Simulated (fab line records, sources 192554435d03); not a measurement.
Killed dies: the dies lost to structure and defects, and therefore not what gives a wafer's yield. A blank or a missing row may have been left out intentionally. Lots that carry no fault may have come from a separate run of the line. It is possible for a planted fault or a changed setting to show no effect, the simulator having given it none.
Which tool was responsible?    flow n5-finfet    at 1 step of a route of 1938, 12 lots with 36 wafers sampled

WHAT THE GAUGES READ, wafer by wafer
N5_BEOL_M12_CD_MEAS_28 targets a cd of 160.2 nm.
lot   measured      on         cd-nm (nm)
L075  day 11 15:31  cd-sem-03  159.8 157.5 158.8
L079  day 12 06:07  cd-sem-03  159.8 161.4 158.0
L078  day 13 02:53  cd-sem-02  159.2 158.9 158.2
L082  day 13 16:26  cd-sem-01  160.9 161.1 160.0
L084  day 14 06:16  cd-sem-02  160.3 159.0 158.1
L085  day 15 00:18  cd-sem-02  156.9 158.3 157.2
L088  day 15 08:08  cd-sem-01  160.8 161.1 161.1
L089  day 15 12:24  cd-sem-03  159.5 159.6 159.8
L091  day 16 11:12  cd-sem-01  161.0 160.9 160.5
L094  day 16 18:35  cd-sem-03  158.3 158.4 159.3
L095  day 16 22:01  cd-sem-02  165.4 163.0 162.4
L097  day 18 03:02  cd-sem-03  157.9 160.4 160.1

WHICH TOOL RAN EACH LOT (tool, then ch and the chambers of the sampled wafers, then the start)
Record: no process step prior to these readings.

THE ANSWER, worked out from the rows above alone
Rule: what is usual is taken from the lots themselves. The widest of any qualifying gaps counts: lots, ordered by their means at a reading, are off when they make up no more than a third of the lots, leave a main group of 4 or more, and stand apart from it by 3 or more times the standard deviation of that group's means. A main group is skipped when, at the precision printed for the reading in the tables above, its means are all equal. A lot without any number at a reading at which 4 lots or more have one is off too. All remaining lots with rows at the step are treated as sound.
No lot is off at any reading shown: from this, nothing can be told.

WHAT THE SIMULATOR HAD PUT IN
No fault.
